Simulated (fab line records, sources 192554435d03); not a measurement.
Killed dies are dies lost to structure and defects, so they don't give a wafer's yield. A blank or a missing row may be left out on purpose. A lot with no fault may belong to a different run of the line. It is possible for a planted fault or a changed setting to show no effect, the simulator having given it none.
fab line records	flow n5Finfet
[record] lots = 10	wafers = 30	lastDay = 17
route steps=1938 shown BEOL_M7@1317 BEOL_M8@1332
lots that met no fault: from a run of the same line without faults
startH: the number of hours between the record's first day and the start of the first shown wafer of the lot	waitH: hours from the lot's prior step to this one	" as in the row above	L1.1+2: a single row standing in for several wafers	- no value present, or no start provided	* or withheld: withheld	< > ~ a bound
route shown NAME@n: NAME is a module with steps in the file, n the number in the route of the first one	usual: mean/standard deviation of fault-free wafers	same: alike in all rows	chamber/n: place in a boat	sites: readings site by site	_std_site: standard deviation of those values	_edge_site: inner sites' mean taken away from outer sites' mean	radiusMm: how far each site lies from the wafer's centre	mask NAME#n: copy n	behind: tool/chamber where the wafer was last shaped	hold: why the lot went on hold/how many hours it stayed there/how the hold came to an end	device: whichever transistor did not switch (one of n, p or np)	end of line: the tests these same wafers got at the end of their route	step lacking rows: just its recipe	killed: dies that structure and defects cost at the first sort, which is not the same as the wafer's yield	map: dies across one wafer; x = killed, . = not, _ = none there
set.NAME: the setting that was run; set.NAME@STEP: the one run at that earlier step	model.NAME: the simulator's own value behind a step, which no gauge read
route steps across a sampled set of lots; one table per step, one row per wafer
services: the hour from which a tool's chamber was out of use, counted from the record's first day as startH (under 0 if before that day), plus the number of hours and why
[[steps]]
[step N5_BEOL_M7_CURE_75]
[recipe] tempC = 370	timeS = 120	ambient = DMADMS/He	material = SiCOH_lowk
[usual] lampPowerPct = 52.31/0.055	wafer_temp_C_max = 371.8/0.6
lot.wafer	tool	chamber	startH	waitH	lampPowerPct	wafer_temp_C_max
L602.1	uvCure-02	2	200.07	0.0	52.26	372.5
L602.2	"	2	"	"	52.28	372.3
L602.3	"	2	"	"	52.31	372.1
L605.1	uvCure-02	2	209.68	0.1	52.35	371.8
L605.5	"	2	"	"	52.33	372.2
L605.6	"	2	"	"	52.29	372.6
L606.1	uvCure-03	0	213.63	0.0	52.21	372.4
L606.2	"	0	"	"	52.30	371.7
L606.3	"	0	"	"	52.25	371.6
L607.1	uvCure-01	0	216.51	0.0	52.40	371.6
L607.2	"	0	"	"	52.32	371.6
L607.3	"	0	"	"	52.25	371.3
L609.1	uvCure-01	1	234.75	0.0	52.26	372.3
L609.2	"	1	"	"	52.26	371.8
L609.6	"	1	"	"	52.26	371.8
L612.1	uvCure-03	2	255.17	0.0	52.36	371.5
L612.3	"	2	"	"	52.32	371.2
L612.6	"	2	"	"	52.21	371.2
L613.3	uvCure-03	2	263.12	0.1	52.27	371.8
L613.4	"	2	"	"	52.40	371.3
L613.5	"	2	"	"	52.19	372.3
L622.2	uvCure-03	1	310.99	0.1	52.31	371.0
L622.4	"	1	"	"	52.29	371.9
L622.6	"	1	"	"	52.32	371.5
L624.2	uvCure-01	0	322.80	0.1	52.32	371.3
L624.4	"	0	"	"	52.36	370.9
L624.6	"	0	"	"	52.32	371.2
L623.1	uvCure-03	2	331.14	0.8	52.26	371.6
L623.4	"	2	"	"	52.39	371.4
L623.6	"	2	"	"	52.24	372.1
[step N5_BEOL_M7_DEGAS_44]
[recipe] ambient = vacuum	tempC = 250	timeS = 60
[usual] heaterPowerW = 344/45	susceptorTempC = 249.99/0.17
lot.wafer	tool	chamber	startH	waitH	heaterPowerW	susceptorTempC
L602.1	pvdSputter-03	-	200.59	0.5	314	250.04
L602.2	"	-	"	"	299	250.21
L602.3	"	-	"	"	351	250.13
L605.1	pvdSputter-01	-	210.32	0.5	368	249.99
L605.5	"	-	"	"	381	250.20
L605.6	"	-	"	"	319	249.85
L606.1	pvdSputter-01	-	215.80	2.1	372	249.86
L606.2	"	-	"	"	299	250.12
L606.3	"	-	"	"	311	249.89
L607.1	pvdSputter-01	-	217.94	1.4	343	249.96
L607.2	"	-	"	"	384	249.85
L607.3	"	-	"	"	315	250.02
L609.1	pvdSputter-01	-	235.96	1.1	328	249.82
L609.2	"	-	"	"	302	249.79
L609.6	"	-	"	"	302	249.93
L612.1	pvdSputter-01	-	255.97	0.7	356	250.27
L612.3	"	-	"	"	335	249.94
L612.6	"	-	"	"	299	250.23
L613.3	pvdSputter-01	-	265.09	1.9	298	250.29
L613.4	"	-	"	"	353	250.05
L613.5	"	-	"	"	298	249.99
L622.2	pvdSputter-02	-	311.49	0.4	378	250.02
L622.4	"	-	"	"	305	249.86
L622.6	"	-	"	"	354	250.17
L624.2	pvdSputter-01	-	323.86	1.0	354	250.25
L624.4	"	-	"	"	370	250.04
L624.6	"	-	"	"	322	250.06
L623.1	pvdSputter-01	-	332.40	1.2	336	249.88
L623.4	"	-	"	"	294	249.99
L623.6	"	-	"	"	300	249.87
[step N5_BEOL_M8_ILD_DEP_00]
[recipe] material = SiCOH_lowk	targetThkA = 1797.5	tempC = 300	precursor = DEMS/porogen	pressureTorr = 5	rfW = 500	timeS = 33.4
[usual] heaterPowerW = 339/69	showerheadPlenumPTorr = 5.741/0.013	susceptorTempC = 299.99/0.19	throttleValvePct = 13.8/0.86
lot.wafer	tool	chamber	startH	waitH	heaterPowerW	showerheadPlenumPTorr	sinceWetCleanH	susceptorTempC	throttleValvePct
L602.1	pecvd-03	1	202.57	0.0	395	5.750	1631	299.79	14.0
L602.2	"	0	"	"	361	5.747	906	299.99	12.3
L602.3	"	2	"	"	339	5.746	152	300.18	13.9
L605.1	pecvd-02	0	212.20	0.0	290	5.720	735	300.19	14.5
L605.5	"	1	"	"	368	5.757	-	300.04	14.9
L605.6	"	0	"	"	290	5.717	-	300.03	14.7
L606.1	pecvd-02	1	218.55	0.0	360	5.739	1466	300.22	14.7
L606.2	"	0	"	"	273	5.722	741	300.05	14.4
L606.3	"	0	"	"	268	5.734	-	300.11	14.6
L607.1	pecvd-03	2	219.95	0.0	377	5.774	170	299.99	13.9
L607.2	"	1	"	"	465	5.732	1649	299.75	13.9
L607.3	"	0	"	"	324	5.734	924	299.96	12.1
L609.1	pecvd-04	1	237.62	0.0	441	5.748	1848	300.11	14.3
L609.2	"	0	"	"	303	5.760	1123	299.99	13.2
L609.6	"	2	"	"	226	5.729	-	300.14	13.1
L612.1	pecvd-04	1	257.72	0.0	390	5.760	1868	300.19	14.4
L612.3	"	0	"	"	284	5.769	1143	300.07	13.2
L612.6	"	1	"	"	403	5.750	-	300.10	14.5
L613.3	pecvd-03	1	267.78	0.0	426	5.736	1697	299.93	14.0
L613.4	"	0	"	"	342	5.746	-	299.49	12.4
L613.5	"	1	"	"	431	5.733	-	299.81	14.1
L622.2	pecvd-04	1	313.40	0.0	350	5.764	1924	281.56	14.6
L622.4	"	1	"	"	364	5.745	-	281.27	14.6
L622.6	"	0	"	"	220	5.751	-	281.37	13.3
L624.2	pecvd-03	1	325.50	0.0	426	5.746	1754	299.51	14.3
L624.4	"	0	"	"	348	5.723	-	300.14	12.4
L624.6	"	1	"	"	438	5.741	-	299.80	14.1
L623.1	pecvd-04	0	334.53	0.0	230	5.755	1220	281.23	13.5
L623.4	"	2	"	"	170	5.736	-	281.46	13.2
L623.6	"	0	"	"	239	5.757	-	281.34	13.1
[step N5_BEOL_M8_THK_MEAS_01]
[recipe] reads = SiCOH_lowk_of_BEOL_M8_ILD_DEP_00
[usual] M8_ILD_THK = 155.1/2.2
lot.wafer	tool	chamber	startH	waitH	M8_ILD_THK[nm]
L602.1	filmMetro-01	-	203.15	0.4	155.5
L602.2	"	-	"	"	155.7
L602.3	"	-	"	"	155.0
L605.1	filmMetro-02	-	213.28	0.8	154.2
L605.5	"	-	"	"	157.4
L605.6	"	-	"	"	158.8
L606.1	filmMetro-02	-	219.15	0.4	153.9
L606.2	"	-	"	"	153.7
L606.3	"	-	"	"	156.8
L607.1	filmMetro-01	-	220.56	0.4	155.0
L607.2	"	-	"	"	155.4
L607.3	"	-	"	"	156.1
L609.1	filmMetro-01	-	238.67	0.8	153.2
L609.2	"	-	"	"	154.8
L609.6	"	-	"	"	156.1
L612.1	filmMetro-02	-	258.30	0.4	151.5
L612.3	"	-	"	"	153.0
L612.6	"	-	"	"	154.3
L613.3	filmMetro-02	-	268.56	0.3	153.7
L613.4	"	-	"	"	157.7
L613.5	"	-	"	"	155.2
L622.2	filmMetro-01	-	313.97	0.4	170.0
L622.4	"	-	"	"	173.3
L622.6	"	-	"	"	172.5
L624.2	filmMetro-01	-	326.07	0.4	152.1
L624.4	"	-	"	"	156.4
L624.6	"	-	"	"	156.1
L623.1	filmMetro-01	-	335.58	0.8	166.6
L623.4	"	-	"	"	171.5
L623.6	"	-	"	"	172.8
[step N5_BEOL_M8_PECVD_70]
[recipe] material = SiO2	targetThkA = 200	tempC = 400	precursor = TEOS/O2	pressureTorr = 5.5	rfW = 450	teosFlowSccm = 53.8	gas = O2	flowSccm = 3000	timeS = 22.7
[usual] heaterPowerW = 785/140	showerheadPlenumPTorr = 8.79/0.043	susceptorTempC = 399.98/0.22	throttleValvePct = 22.1/1.4
lot.wafer	tool	chamber	startH	waitH	heaterPowerW	showerheadPlenumPTorr	sinceWetCleanH	susceptorTempC	throttleValvePct
L602.1	pecvd-03	1	203.18	0.0	970	8.80	1632	399.96	22.7
L602.2	"	0	"	"	674	8.76	907	399.78	19.6
L602.3	"	2	"	"	842	8.84	153	399.67	22.1
L605.1	pecvd-03	0	213.32	0.0	830	8.76	917	399.70	19.9
L605.5	"	2	"	"	699	8.82	-	400.03	22.4
L605.6	"	0	"	"	805	8.76	-	399.87	19.7
L606.1	pecvd-04	2	219.18	0.0	617	8.75	350	399.95	21.2
L606.2	"	1	"	"	934	8.82	1829	400.00	23.2
L606.3	"	2	"	"	607	8.76	-	400.18	20.5
L607.1	pecvd-02	0	220.60	0.0	675	8.73	743	399.88	23.4
L607.2	"	1	"	"	773	8.79	1468	400.34	24.0
L607.3	"	0	"	"	663	8.77	-	400.03	23.7
L609.1	pecvd-04	0	238.71	0.0	642	8.85	1124	400.19	21.5
L609.2	"	2	"	"	542	8.77	370	399.94	20.8
L609.6	"	0	"	"	618	8.86	-	399.74	21.4
L612.1	pecvd-04	1	258.34	0.0	941	8.81	1868	399.55	23.2
L612.3	"	2	"	"	586	8.77	389	400.23	20.9
L612.6	"	0	"	"	709	8.86	-	399.68	21.7
L613.3	pecvd-02	1	268.62	0.1	770	8.81	-	400.25	24.2
L613.4	"	2	"	"	958	8.72	-	400.23	19.9
L613.5	"	1	"	"	786	8.81	-	400.20	23.9
L622.2	pecvd-04	2	314.01	0.0	531	8.76	445	400.29	21.6
L622.4	"	2	"	"	535	8.79	-	400.36	21.3
L622.6	"	0	"	"	701	8.86	-	400.20	21.4
L624.2	pecvd-04	1	326.13	0.1	909	8.83	1936	400.27	23.3
L624.4	"	2	"	"	494	8.77	-	400.02	21.2
L624.6	"	1	"	"	924	8.83	-	400.23	23.2
L623.1	pecvd-02	1	335.62	0.0	843	8.81	1583	400.16	24.0
L623.4	"	0	"	"	650	8.74	-	400.05	23.8
L623.6	"	2	"	"	933	8.72	-	400.25	20.3
[[services]]
tool	chamber	startH	hours	kind
uvCure-01	-	181.35	2.1	pm
pecvd-04	2	196.29	4.3	repair
pecvd-04	2	200.63	2.1	scheduledDown
pecvd-02	2	202.38	-	clean
pecvd-02	2	202.38	-	consumableReplace:showerhead
pecvd-02	2	202.38	29.0	scheduledDown
pecvd-02	2	202.38	29.0	ventCycle
pecvd-04	0	202.76	5.5	scheduledDown
uvCure-02	-	203.98	4.5	repair
pecvd-04	0	208.30	5.5	scheduledDown
pecvd-04	0	218.92	5.0	scheduledDown
uvCure-03	-	241.21	7.5	pm
pecvd-02	2	252.90	2.1	scheduledDown
pecvd-02	0	261.04	21.4	repair
pecvd-04	1	264.91	2.1	scheduledDown
uvCure-01	-	271.31	6.6	repair
pecvd-03	-	286.97	14.6	pm
uvCure-01	-	287.85	6.0	pm
pecvd-02	2	292.28	5.5	scheduledDown
pecvd-04	0	295.89	2.1	scheduledDown
uvCure-02	-	301.07	24.9	pm
pecvd-02	1	319.14	5.5	scheduledDown
pecvd-02	-	323.95	1.9	repair
[[key]]
[firstSign] step = N5_BEOL_M8_ILD_DEP_00	reading = susceptorTempC	direction = down	sigmas = 99+	usual = *	struck = *
[effect] step = N5_BEOL_M8_THK_MEAS_01	reading = M8_ILD_THK	direction = up	sigmas = 7.2	usual = 155.1	struck = 171.1
metAt N5_BEOL_M8_ILD_DEP_00
struckLots L622,L623
notActingAt N5_BEOL_M7_CURE_75,N5_BEOL_M7_DEGAS_44,N5_BEOL_M8_PECVD_70
onsetBetween 257.72 313.40
[fault] kind = processParameterDrift	tool = pecvd-04	chamber = -	onsetH = 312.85	steps = N5_BEOL_M8_ILD_DEP_00	channel = tempC	offset = *	shape = step	endH = 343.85	actsIn = *	stated = *
